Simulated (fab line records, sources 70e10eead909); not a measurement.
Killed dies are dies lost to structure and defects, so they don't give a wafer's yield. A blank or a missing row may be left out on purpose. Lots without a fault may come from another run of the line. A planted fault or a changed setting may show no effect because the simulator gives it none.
Which tool did it? | flow nand_harc | 13 lots, 39 wafers sampled, at 6 steps of a route of 1302

WHAT THE GAUGES READ, wafer by wafer
NHARC_P_M0_CD_MEAS_09: target cd 90 nm.
lot  | measured     | on        | cd_nm (nm)
L198 | day 5 21:39  | cd_sem-02 | 88.9 89.8 90.5
L199 | day 6 10:40  | cd_sem-01 | 90.5 91.5 90.6
L200 | day 6 18:41  | cd_sem-03 | 90.3 90.0 90.7
L201 | day 7 04:46  | cd_sem-03 | 90.4 89.2 89.5
L202 | day 7 17:45  | cd_sem-03 | 89.4 89.9 89.7
L203 | day 8 03:13  | cd_sem-03 | 91.5 90.1 90.8
L207 | day 10 03:01 | cd_sem-01 | 88.5 87.6 86.9
L210 | day 11 03:21 | cd_sem-02 | 87.3 88.8 88.1
L213 | day 12 09:16 | cd_sem-02 | 90.0 89.5 90.6
L214 | day 12 17:38 | cd_sem-03 | 90.6 91.7 90.2
L218 | day 14 15:42 | cd_sem-03 | 89.7 90.1 89.7
L220 | day 15 11:08 | cd_sem-03 | 90.1 89.9 91.3
L221 | day 15 19:31 | cd_sem-01 | 89.4 90.5 89.9

NHARC_END_SORT_01.
lot  | measured     | on        | defect_limited_yield (%) | killed_at_array | killed_at_other | killed_at_periphery | killed_dies | killed_open | killed_short
L198 | day 24 10:10 | prober-02 | 91 91 93                 | 56 49 42        | 3 5 2           | 2 5 1               | 61 59 45    | 3 3 0       | 4 3 0
L199 | day 24 10:11 | prober-01 | 89 89 89                 | 73 74 70        | 0 0 0           | 3 3 6               | 76 77 76    | 2 5 1       | 0 2 4
L200 | day 25 18:33 | prober-01 | 94 94 92                 | 39 36 50        | 0 0 0           | 1 2 4               | 40 38 54    | 2 2 4       | 1 3 2
L201 | day 26 02:20 | prober-01 | 90 89 88                 | 66 72 78        | 4 2 1           | 1 0 0               | 71 74 79    | 2 2 3       | 2 3 2
L202 | day 25 19:19 | prober-02 | 85 85 90                 | 98 98 61        | 2 2 3           | 2 1 2               | 102 101 66  | 6 4 3       | 1 1 4
L203 | day 26 10:02 | prober-02 | 87 88 87                 | 84 76 82        | 2 1 1           | 0 1 2               | 86 78 85    | 5 1 3       | 2 2 1
L207 | day 29 08:59 | prober-02 | 88 90 92                 | 75 56 47        | 1 1 0           | 6 10 8              | 82 67 55    | 3 0 3       | 5 3 2
L210 | day 30 08:47 | prober-02 | 89 89 88                 | 69 69 77        | 0 0 0           | 5 3 5               | 74 72 82    | 1 2 2       | 2 1 1
L213 | day 30 10:26 | prober-01 | 96 94 95                 | 24 36 32        | 0 0 0           | 6 5 5               | 30 41 37    | 4 1 3       | 4 5 0
L214 | day 31 01:37 | prober-02 | 88 86 84                 | 72 93 99        | 0 0 1           | 9 4 7               | 81 97 107   | 2 1 2       | 0 0 3
L218 | day 33 05:38 | prober-01 | 89 88 88                 | 70 76 75        | 4 0 1           | 0 2 5               | 74 78 81    | 1 1 6       | 0 0 1
L220 | day 33 15:13 | prober-02 | 93 90 91                 | 46 64 56        | 0 0 0           | 3 1 4               | 49 65 60    | 3 2 4       | 1 1 3
L221 | day 34 02:24 | prober-01 | 88 90 90                 | 75 68 65        | 0 0 1           | 3 0 3               | 78 68 69    | 5 3 2       | 1 1 2

WHICH TOOL RAN EACH LOT (tool, then ch and the chambers of the sampled wafers, then the start)
lot  | NHARC_P_CONTACT_CMP_01        | NHARC_P_CONTACT_CVD_23                   | NHARC_P_M0_PEB_07                 | NHARC_P_M0_PVD_20
L198 | cmp-01 ch 0,2,3, day 5 16:43  | cvd_w-01 ch 0,1, day 5 21:34 or earlier  | litho_track-06 ch 0, day 5 21:34  | pvd_sputter-02, day 24 10:10 or earlier
L199 | cmp-03 ch 0,3, day 6 05:36    | cvd_w-01 ch 0,1, day 6 10:35 or earlier  | litho_track-04 ch 0, day 6 10:35  | pvd_sputter-03, day 24 10:11 or earlier
L200 | cmp-01 ch 0,1,3, day 6 13:47  | cvd_w-02 ch 0,1, day 6 18:37 or earlier  | litho_track-01 ch 0, day 6 18:37  | pvd_sputter-03, day 25 18:33 or earlier
L201 | cmp-03 ch 0,1,3, day 6 23:49  | cvd_w-02 ch 0,1, day 7 04:41 or earlier  | litho_track-01 ch 0, day 7 04:41  | pvd_sputter-02, day 26 02:20 or earlier
L202 | cmp-04 ch 0,1,3, day 7 12:26  | cvd_w-01 ch 0,1, day 7 17:40 or earlier  | litho_track-06 ch 0, day 7 17:40  | pvd_sputter-01, day 25 19:19 or earlier
L203 | cmp-04 ch 1,3, day 7 22:11    | cvd_w-01 ch 0,1, day 8 03:08 or earlier  | litho_track-01 ch 0, day 8 03:08  | pvd_sputter-02, day 26 10:02 or earlier
L207 | cmp-01 ch 1,3, day 9 22:04    | cvd_w-01 ch 0,1, day 10 02:56 or earlier | litho_track-06 ch 0, day 10 02:56 | pvd_sputter-02, day 29 08:59 or earlier
L210 | cmp-01 ch 0,3, day 10 22:31   | cvd_w-02 ch 0,1, day 11 03:16 or earlier | litho_track-06 ch 0, day 11 03:16 | pvd_sputter-03, day 30 08:47 or earlier
L213 | cmp-01 ch 0,1,3, day 12 04:17 | cvd_w-01 ch 0,1, day 12 09:11 or earlier | litho_track-04 ch 0, day 12 09:11 | pvd_sputter-01, day 30 10:26 or earlier
L214 | cmp-04 ch 1,2,3, day 12 12:10 | cvd_w-01 ch 0,1, day 12 17:33 or earlier | litho_track-04 ch 0, day 12 17:33 | pvd_sputter-03, day 31 01:37 or earlier
L218 | cmp-03 ch 1,2, day 14 10:43   | cvd_w-02 ch 0,1, day 14 15:37 or earlier | litho_track-06 ch 0, day 14 15:37 | pvd_sputter-01, day 33 05:38 or earlier
L220 | cmp-01 ch 0,1,3, day 15 06:12 | cvd_w-01 ch 0,1, day 15 11:04 or earlier | litho_track-06 ch 0, day 15 11:04 | pvd_sputter-01, day 33 15:13 or earlier
L221 | cmp-04 ch 1,2,3, day 15 14:31 | cvd_w-02 ch 0,1, day 15 19:26 or earlier | litho_track-04 ch 0, day 15 19:26 | pvd_sputter-01, day 34 02:24 or earlier
- NHARC_P_CONTACT_CMP_01: polishes SiO2, target thk 200 nm.
- NHARC_P_CONTACT_CVD_23: deposits W, target thk 200 nm, time 557 s.
- NHARC_P_M0_PEB_07: peb time 65 s.
- NHARC_P_M0_PVD_20: deposits TaN, target thk 5 nm, time 8.06 s.

WHAT THE TOOLS THEMSELVES READ (means of the sampled wafers that have a number; where no wafer has one, the mark that the record gives instead)
NHARC_P_CONTACT_CMP_01.
lot  | tool   | motor_current_A (A)
L198 | cmp-01 | 10.6
L199 | cmp-03 | 11.4
L200 | cmp-01 | 11.4
L201 | cmp-03 | 13.4
L202 | cmp-04 | 12.8
L203 | cmp-04 | 11.5
L207 | cmp-01 | 12.2
L210 | cmp-01 | 11.1
L213 | cmp-01 | 11.4
L214 | cmp-04 | 11.5
L218 | cmp-03 | 13.2
L220 | cmp-01 | 11.6
L221 | cmp-04 | 12.1

NHARC_P_CONTACT_CVD_23.
lot  | tool     | heater_power_w (W) | throttle_valve_pct (%)
L198 | cvd_w-01 | 475                | 7.83
L199 | cvd_w-01 | 521                | 7.71
L200 | cvd_w-02 | 471                | 7.47
L201 | cvd_w-02 | 475                | 7.62
L202 | cvd_w-01 | 481                | 7.82
L203 | cvd_w-01 | 479                | 7.83
L207 | cvd_w-01 | 452                | 7.85
L210 | cvd_w-02 | 452                | 7.93
L213 | cvd_w-01 | 454                | 7.82
L214 | cvd_w-01 | 483                | 7.74
L218 | cvd_w-02 | 451                | 7.68
L220 | cvd_w-01 | 459                | 8.05
L221 | cvd_w-02 | 483                | 7.78

NHARC_P_M0_PEB_07.
lot  | tool           | heater_power_total_W (W)
L198 | litho_track-06 | 156.5
L199 | litho_track-04 | 156.3
L200 | litho_track-01 | 157.1
L201 | litho_track-01 | 156.5
L202 | litho_track-06 | 156.9
L203 | litho_track-01 | 156.6
L207 | litho_track-06 | 161.5
L210 | litho_track-06 | 161.5
L213 | litho_track-04 | 156.5
L214 | litho_track-04 | 156.5
L218 | litho_track-06 | 156.0
L220 | litho_track-06 | 157.0
L221 | litho_track-04 | 156.6

NHARC_P_M0_PVD_20.
lot  | tool           | throttle_valve_pct (%)
L198 | pvd_sputter-02 | 29.6
L199 | pvd_sputter-03 | 29.4
L200 | pvd_sputter-03 | 29.6
L201 | pvd_sputter-02 | 28.8
L202 | pvd_sputter-01 | 29.8
L203 | pvd_sputter-02 | 29.9
L207 | pvd_sputter-02 | 29.4
L210 | pvd_sputter-03 | 29.7
L213 | pvd_sputter-01 | 29.2
L214 | pvd_sputter-03 | 30.2
L218 | pvd_sputter-01 | 29.3
L220 | pvd_sputter-01 | 28.7
L221 | pvd_sputter-01 | 29.3

THE ANSWER, worked out from the rows above alone
Rule: what is usual is taken from the lots themselves. Put in order of their means at a reading, lots are off if they are a third of the lots or fewer, leave a main group of 4 or more, and stand apart from it by a gap of 3 or more times the standard deviation of the main group's means; of several such gaps the widest counts. A main group whose means are all the same, to the digits that the tables above print for the reading, isn't used. A lot without any number at a reading at which 4 lots or more have one is off too. The other lots that the step has rows for count as sound. The gauges are gone through in route order, then the tools' own readings, and for those a lot's mean is taken as printed above. The first step at which some lot is off is used, and at that step the reading that is off furthest; a lot without a number counts as furthest.
Off: L207, L210, at NHARC_P_M0_CD_MEAS_09 (cd_nm). The main group: mean 90.2 nm, standard deviation 0.45.
A tool fits if, at a process step before that reading, it ran every lot that is off, and no sound lot after the first of them. The gauges at NHARC_P_M0_CD_MEAS_09 aren't tried: what is off there is off at NHARC_P_M0_PEB_07 too, on other tools, and a gauge's error can't cause that. NHARC_P_CONTACT_CVD_23 gives no start for some lots, so the hours and the order of its lots are those of NHARC_P_M0_PEB_07. None of those tried fits.

WHAT THE SIMULATOR HAD PUT IN
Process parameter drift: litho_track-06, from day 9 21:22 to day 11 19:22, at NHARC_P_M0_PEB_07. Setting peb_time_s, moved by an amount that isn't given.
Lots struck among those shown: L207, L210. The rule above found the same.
